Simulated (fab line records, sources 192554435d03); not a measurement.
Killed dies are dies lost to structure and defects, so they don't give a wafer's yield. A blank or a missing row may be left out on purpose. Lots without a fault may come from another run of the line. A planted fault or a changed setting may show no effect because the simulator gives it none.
Split-lot experiment | flow n5_finfet | 7 lots, 39 wafers read, on a route of 1938 steps

THE SPLIT
At N5_DUMMY_GATE_CVD_03 (deposits a-Si from SiH4, target thk 150 nm, time 8042 s), the setting target_thk_a was moved away from the recipe's 1500 angstrom on 18 of the 39 wafers read, by -7.0% to +13.3%. The other wafers ran this setting at the recipe's value.

The reading is taken at the split's own step.

THE READING
a-Si_of_DUMMY_GATE_CVD_03.thk_nm (the simulator's own value, which no gauge read), in nm, at N5_DUMMY_GATE_CVD_03 (deposits a-Si from SiH4, target thk 150 nm, time 8042 s). The file gives no usual value for it. The 21 wafers here that ran the recipe average 150.4 nm, standard deviation 0.75 nm.

wafer  | tool, chamber at the split | target_thk_a as run, angstrom | against the recipe | a-Si_of_DUMMY_GATE_CVD_03.thk_nm, nm | against lot-mates on the recipe
L074.1 | -, -                       | 1396                          | -6.9%              | 140.6                                | no lot-mate on the recipe
L074.2 | -, -                       | 1396                          | -6.9%              | 141                                  | no lot-mate on the recipe
L074.5 | -, -                       | 1396                          | -6.9%              | 141                                  | no lot-mate on the recipe
L074.3 | -, -                       | 1396                          | -6.9%              | 140.8                                | no lot-mate on the recipe
L074.4 | -, -                       | 1396                          | -6.9%              | 140.4                                | no lot-mate on the recipe
L074.6 | -, -                       | 1396                          | -6.9%              | 139.8                                | no lot-mate on the recipe
L076.2 | lpcvd-02, 0/45             | 1500                          | recipe             | 151.4                                | -
L076.4 | lpcvd-02, 0/54             | 1500                          | recipe             | 152.2                                | -
L076.6 | lpcvd-02, 0/64             | 1500                          | recipe             | 151.6                                | -
L083.1 | -, -                       | 1500                          | recipe             | 149.8                                | -
L083.2 | -, -                       | 1500                          | recipe             | 150                                  | -
L083.3 | -, -                       | 1500                          | recipe             | 150                                  | -
L083.4 | -, -                       | 1500                          | recipe             | 151                                  | -
L083.5 | -, -                       | 1500                          | recipe             | 150.4                                | -
L083.6 | -, -                       | 1500                          | recipe             | 149.4                                | -
L085.1 | -, -                       | 1395                          | -7.0%              | 141                                  | no lot-mate on the recipe
L085.3 | -, -                       | 1395                          | -7.0%              | 141                                  | no lot-mate on the recipe
L085.2 | -, -                       | 1395                          | -7.0%              | 140                                  | no lot-mate on the recipe
L085.4 | -, -                       | 1395                          | -7.0%              | 139.8                                | no lot-mate on the recipe
L085.5 | -, -                       | 1395                          | -7.0%              | 139.6                                | no lot-mate on the recipe
L085.6 | -, -                       | 1395                          | -7.0%              | 140.6                                | no lot-mate on the recipe
L089.1 | -, -                       | 1500                          | recipe             | 150.4                                | -
L089.2 | -, -                       | 1500                          | recipe             | 149.4                                | -
L089.3 | -, -                       | 1500                          | recipe             | 149.4                                | -
L089.4 | -, -                       | 1500                          | recipe             | 150.8                                | -
L089.5 | -, -                       | 1500                          | recipe             | 150.2                                | -
L089.6 | -, -                       | 1500                          | recipe             | 150                                  | -
L090.1 | -, -                       | 1699                          | +13.3%             | 170.8                                | no lot-mate on the recipe
L090.2 | -, -                       | 1699                          | +13.3%             | 169.2                                | no lot-mate on the recipe
L090.4 | -, -                       | 1699                          | +13.3%             | 169.2                                | no lot-mate on the recipe
L090.3 | -, -                       | 1699                          | +13.3%             | 169.8                                | no lot-mate on the recipe
L090.5 | -, -                       | 1699                          | +13.3%             | 171                                  | no lot-mate on the recipe
L090.6 | -, -                       | 1699                          | +13.3%             | 169.6                                | no lot-mate on the recipe
L095.1 | -, -                       | 1500                          | recipe             | 150.6                                | -
L095.2 | -, -                       | 1500                          | recipe             | 150.4                                | -
L095.3 | -, -                       | 1500                          | recipe             | 150.2                                | -
L095.5 | -, -                       | 1500                          | recipe             | 150.2                                | -
L095.4 | -, -                       | 1500                          | recipe             | 149.4                                | -
L095.6 | -, -                       | 1500                          | recipe             | 151.2                                | -

THE FIT
A straight line over all 39 wafers: a-Si_of_DUMMY_GATE_CVD_03.thk_nm changes by +1.46 nm for each +1% of target_thk_a; r = +1.00; the points scatter about the line by 0.71 nm.
Too few moved wafers have a lot-mate on the recipe to fit a line with each lot's own level taken away.

THE FILE'S OWN FIT
a-Si_of_DUMMY_GATE_CVD_03.thk_nm changes by +1.46 nm for each +1% of target_thk_a, r = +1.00.
